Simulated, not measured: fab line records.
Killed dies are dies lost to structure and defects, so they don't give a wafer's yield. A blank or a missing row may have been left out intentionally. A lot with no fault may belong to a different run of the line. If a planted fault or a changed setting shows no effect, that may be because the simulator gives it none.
Which tool was responsible? | flow n5_finfet | Sampling: 24 lots, 72 wafers, 2 of 1938 route steps

WHAT THE GAUGES READ, wafer by wafer
N5_BEOL_M15_INSPECT_12: inspects for defects (macro).
lot  | measured     | on                | raw_defect_count
L076 | day 12 01:56 | defect_inspect-01 | 1 2 1
L074 | day 12 05:37 | defect_inspect-01 | 2 1 2
L075 | day 12 06:15 | defect_inspect-01 | 1 0 2
L077 | day 12 17:53 | defect_inspect-02 | 5 1 1
L078 | day 13 05:55 | defect_inspect-02 | 3 4 2
L079 | day 13 07:05 | defect_inspect-01 | 2 0 1
L080 | day 13 09:04 | defect_inspect-02 | 0 1 2
L081 | day 13 14:49 | defect_inspect-01 | 1 2 1
L083 | day 14 00:52 | defect_inspect-01 | 1 3 3
L084 | day 14 08:26 | defect_inspect-02 | 2 2 3
L082 | day 14 11:45 | defect_inspect-02 | 2 2 4
L085 | day 14 12:24 | defect_inspect-02 | 3 2 1
L086 | day 14 12:44 | defect_inspect-01 | 4 1 3
L087 | day 14 20:51 | defect_inspect-01 | 4 1 1
L089 | day 15 01:47 | defect_inspect-02 | 2 4 0
L088 | day 15 14:13 | defect_inspect-02 | 1 0 2
L092 | day 15 14:28 | defect_inspect-01 | 3 1 3
L091 | day 15 18:11 | defect_inspect-02 | 5 5 4
L090 | day 15 18:14 | defect_inspect-02 | 2 1 1
L093 | day 15 21:54 | defect_inspect-02 | 0 2 1
L094 | day 16 16:07 | defect_inspect-01 | 1 4 2
L095 | day 16 23:41 | defect_inspect-01 | 5 2 4
L096 | day 17 01:58 | defect_inspect-02 | 2 2 2
L097 | day 17 05:57 | defect_inspect-01 | 4 2 3

N5_BEOL_M15_CD_MEAS_28 targets a cd of 407.6 nm.
lot  | measured     | on        | cd_nm (nm)
L076 | day 12 03:23 | cd_sem-02 | 408.6 408.1 412.8
L074 | day 12 07:12 | cd_sem-03 | 404.6 406.1 404.0
L075 | day 12 08:14 | cd_sem-02 | 405.0 405.8 406.1
L077 | day 12 19:38 | cd_sem-03 | 407.9 404.6 402.8
L078 | day 13 07:45 | cd_sem-03 | 410.7 411.2 410.6
L079 | day 13 08:41 | cd_sem-01 | 405.3 407.1 406.6
L080 | day 13 10:46 | cd_sem-02 | 409.4 409.1 408.8
L081 | day 13 16:28 | cd_sem-02 | 403.7 403.5 403.7
L083 | day 14 02:43 | cd_sem-03 | 411.6 410.6 410.9
L084 | day 14 09:58 | cd_sem-02 | 408.5 405.7 404.6
L082 | day 14 13:10 | cd_sem-03 | 404.2 403.0 406.0
L085 | day 14 14:10 | cd_sem-02 | 409.4 408.5 409.4
L086 | day 14 14:34 | cd_sem-02 | 407.6 406.4 408.9
L087 | day 14 22:23 | cd_sem-02 | 407.2 406.6 409.5
L089 | day 15 03:37 | cd_sem-01 | 406.4 406.6 405.5
L088 | day 15 15:49 | cd_sem-01 | 405.8 408.6 406.2
L092 | day 15 15:59 | cd_sem-02 | 404.3 406.9 404.6
L091 | day 15 19:45 | cd_sem-01 | 409.6 407.7 406.1
L090 | day 15 19:55 | cd_sem-02 | 405.3 405.8 406.9
L093 | day 15 23:26 | cd_sem-03 | 407.4 407.2 407.5
L094 | day 16 17:47 | cd_sem-01 | 405.8 406.8 405.7
L095 | day 17 01:16 | cd_sem-02 | 405.1 405.6 407.3
L096 | day 17 03:39 | cd_sem-01 | 406.0 406.3 404.9
L097 | day 17 07:26 | cd_sem-02 | 402.0 402.8 402.6

EACH LOT AND THE TOOL THAT RAN IT (in order: tool; ch and the chambers of the sampled wafers; start)
The record holds no process step before these readings.

WHAT THE TOOLS THEMSELVES READ (means of the sampled wafers that have a number; where no wafer has one, the mark that the record gives instead)
The record holds no such reading with a usual standard deviation.

THE ANSWER, worked out from the rows above alone
Rule: the usual values come from the lots themselves. The widest of any qualifying gaps counts: lots, ordered by their means at a reading, are off when they make up no more than a third of the lots, leave a main group of 4 or more, and stand apart from it by 3 or more times the standard deviation of that group's means. The tables above print the reading to a certain number of digits; a main group whose means all agree to those digits is not used. A lot without any number at a reading at which 4 lots or more have one is off too. The other lots that the step has rows for count as sound. First the gauges in route order, then the tools' own readings, where a lot's mean is used as printed above. The first step at which some lot is off is used, and at that step the reading that is off furthest; a lot without a number counts as furthest.
None of the lots is off at any reading shown; this tells nothing.

WHAT THE SIMULATOR HAD PUT IN
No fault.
